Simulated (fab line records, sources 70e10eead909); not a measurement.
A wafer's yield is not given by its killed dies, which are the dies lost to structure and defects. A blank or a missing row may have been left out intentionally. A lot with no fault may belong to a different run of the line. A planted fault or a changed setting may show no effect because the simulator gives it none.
Which of the tools did it? || flow nandHarc || 21 wafers from 7 lots sampled at 3 of the route's 1159 steps

== WHAT THE GAUGES READ, wafer by wafer ==
NHARC_THIN_TSV_CD_MEAS_12 targets a cd of 1000 nm.
{"lot": "L128", "measured": "day 19 14:45", "on": "cdSem-03", "cdNm (nm)": "1001.5 1002.2 1001.1"}
{"lot": "L131", "measured": "day 19 13:25", "on": "cdSem-01", "cdNm (nm)": "1002.2 1002.1 1000.7"}
{"lot": "L132", "measured": "day 19 22:02", "on": "cdSem-01", "cdNm (nm)": "1000.7 1000.5 1002.1"}
{"lot": "L137", "measured": "day 20 22:36", "on": "cdSem-01", "cdNm (nm)": "999.7 1002.0 998.7"}
{"lot": "L143", "measured": "day 21 23:22", "on": "cdSem-01", "cdNm (nm)": "999.6 1001.3 999.5"}
{"lot": "L149", "measured": "day 24 00:15", "on": "cdSem-02", "cdNm (nm)": "998.2 999.5 1002.3"}
{"lot": "L150", "measured": "day 24 04:35", "on": "cdSem-01", "cdNm (nm)": "999.3 1000.1 1002.8"}

== WHICH TOOL RAN EACH LOT (tool, then ch and the chambers of the sampled wafers, then the start) ==
{"lot": "L128", "NHARC_A_WL_FILL_ETCHBACK_17": "rieMetal-01 ch 0,1, day 15 19:24", "NHARC_THIN_TSV_CMP_01": "cmp-02 ch 0,2, day 19 13:27"}
{"lot": "L131", "NHARC_A_WL_FILL_ETCHBACK_17": "rieMetal-01 ch 0,1, day 16 07:19", "NHARC_THIN_TSV_CMP_01": "cmp-02 ch 2,3, day 19 12:13"}
{"lot": "L132", "NHARC_A_WL_FILL_ETCHBACK_17": "rieMetal-03 ch 0,1, day 16 17:23", "NHARC_THIN_TSV_CMP_01": "cmp-01 ch 0,1, day 19 20:42"}
{"lot": "L137", "NHARC_A_WL_FILL_ETCHBACK_17": "rieMetal-01 ch 0,1, day 18 02:40", "NHARC_THIN_TSV_CMP_01": "cmp-03 ch 1,2,3, day 20 21:18"}
{"lot": "L143", "NHARC_A_WL_FILL_ETCHBACK_17": "rieMetal-03 ch 0,1, day 19 02:31", "NHARC_THIN_TSV_CMP_01": "cmp-02 ch 0,1,3, day 21 22:13"}
{"lot": "L149", "NHARC_A_WL_FILL_ETCHBACK_17": "rieMetal-03 ch 0,1, day 20 18:14", "NHARC_THIN_TSV_CMP_01": "cmp-01 ch 0,1,3, day 23 22:59"}
{"lot": "L150", "NHARC_A_WL_FILL_ETCHBACK_17": "rieMetal-03 ch 0,1, day 20 21:37", "NHARC_THIN_TSV_CMP_01": "cmp-01 ch 0,1,2, day 24 03:16"}
- NHARC_A_WL_FILL_ETCHBACK_17: etches the open film in Cl2/BCl3, target depth 4 nm, time 26.7 s.
- NHARC_THIN_TSV_CMP_01: polishes.

== THE ANSWER, worked out from the rows above alone ==
Rule: the lots themselves supply what counts as usual. The widest of any qualifying gaps counts: lots, ordered by their means at a reading, are off when they make up no more than a third of the lots, leave a main group of 4 or more, and stand apart from it by 3 or more times the standard deviation of that group's means. The tables above print the reading to a certain number of digits; a main group whose means all agree to those digits is not used. A lot without any number at a reading at which 4 lots or more have one is off too. The other lots that the step has rows for count as sound.
Nothing can be told from this: no lot is off at any reading shown.

== WHAT WAS PUT IN BY THE SIMULATOR ==
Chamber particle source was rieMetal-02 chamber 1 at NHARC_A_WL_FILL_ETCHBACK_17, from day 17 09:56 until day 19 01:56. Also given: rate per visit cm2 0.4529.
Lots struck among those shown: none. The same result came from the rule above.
